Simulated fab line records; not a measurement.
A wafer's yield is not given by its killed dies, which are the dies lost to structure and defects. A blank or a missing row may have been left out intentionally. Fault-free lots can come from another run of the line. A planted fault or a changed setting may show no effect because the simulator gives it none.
8D (eight disciplines) problem report, filled in by code | flow n5-finfet | the parts of the form that need people (team, actions taken, sign-off) are left out

1. THE ISSUE
Mean of rf-fwd-power-W at N5_BEOL_M5_ETCH_72: 615.0 W across 2 wafers in 2 lots; on wafers with no fault it is 819.4 W (standard deviation 2.6). Measured from the usual mean, that is -79 standard deviations.
The step: etches underlayer in N2/H2, target depth 6.5 nm, time 5.2 s.
Seen first at day 14 08:59 on rie-diel-02, wafer L602.2. The record has a number at this step for 32 wafers belonging to 11 lots. Rule for "out" (also "out of limits"): further than 4 standard deviations from the usual mean. All remaining wafers that have a number are taken as sound.

2. WHAT IT IS AND WHAT IT IS NOT
question                    | is                                          | is not
which readings at this step | rf-fwd-power-W, etch-rf-on-time-s, rf-vpp-V | drypump-motor-current-A, oes-product-au, showerhead-plenum-p-Torr, throttle-valve-pct
which lots                  | L602, L606                                  | L592, L593, L594, L597, L599, L600, L610, L611, L613
which wafers of those lots  | L602.2, L606.1                              | L602.3, L602.4, L606.2, L606.4
read on which tools         | rie-diel-02                                 | rie-diel-05, rie-diel-06
when                        | from day 14 08:59                           | up to then (19 sound wafers); but 11 sound wafers of L606, L610, L611, L613 came after

3. SUSPECTS, AND WHAT RULES EACH OUT
Counting: a tool at a process step up to the reading stays a suspect if it ran every lot that is out. Sound lots after the first of them don't rule it out here, since some wafers of a struck lot are sound.
- pecvd-01 at N5_BEOL_M4_DEP_57 (deposits SiCN from 3MS/NH3, target thk 8 nm, time 14 s): kept. It ran every lot that is out, first L602 (day 14 05:17).
- pecvd-04 at N5_BEOL_M5_PECVD_70 (deposits SiO2 from TEOS/O2, target thk 16 nm, time 18 s): kept. It ran every lot that is out, first L602 (day 14 07:04).
- rie-diel-02 at N5_BEOL_M5_ETCH_72 (etches underlayer in N2/H2, target depth 6.5 nm, time 5.2 s): kept. It processed each lot that is out (first: L602, day 14 08:59); up to then, its last sound lot is L599 (day 13 01:29). Out on those wafers are its own readings of etch-rf-on-time-s, rf-fwd-power-W, rf-vpp-V.
- At N5_BEOL_M4_DEP_57, inside pecvd-01: chamber 0 took the wafers that are out, while their sound lot-mates went through chambers 1, 2.
- At N5_BEOL_M5_PECVD_70, inside pecvd-04: chamber 2 took the wafers that are out, while their sound lot-mates went through chambers 0, 1.
- At N5_BEOL_M5_ETCH_72, inside rie-diel-02: chamber 1 took the wafers that are out, while their sound lot-mates went through chambers 0, 2, 3.
Left after counting: pecvd-01 at N5_BEOL_M4_DEP_57, pecvd-04 at N5_BEOL_M5_PECVD_70, rie-diel-02 at N5_BEOL_M5_ETCH_72.

4. THE CAUSE (what the simulator had put in)
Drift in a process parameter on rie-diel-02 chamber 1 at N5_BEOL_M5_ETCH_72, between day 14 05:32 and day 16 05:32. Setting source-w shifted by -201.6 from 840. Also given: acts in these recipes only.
After counting, 3 suspects remain, this tool included.

5. SEQUENCE OF EFFECTS, ordered by route
One row per reading whose mean, taken over the struck wafers that have a number, lies over 3 standard deviations from the usual. Readings are gone through only where the record gives a usual standard deviation; hours: the median, over the lots, of the time from a lot's start at the first step in this table giving one to that lot's start at this step; sigmas: the change measured in usual standard deviations.
hours | step               | reading           | usual   | on struck wafers | change | sigmas
0     | N5_BEOL_M5_ETCH_72 | etch-rf-on-time-s | 5.25 s  | 6.83             | +1.58  | +8.3
0     | N5_BEOL_M5_ETCH_72 | rf-fwd-power-W    | 819.4 W | 615.0            | -204.4 | -79
0     | N5_BEOL_M5_ETCH_72 | rf-vpp-V          | 525 V   | 578              | +53    | +17
Here are the process steps it includes:
- N5_BEOL_M5_ETCH_72: etches underlayer in N2/H2, target depth 6.5 nm, time 5.2 s.

6. HOW IT WOULD HAVE BEEN CAUGHT EARLIER
3 hours passed between the start of the fault at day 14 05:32 and the first reading out of limits in this record, taken at day 14 08:59.
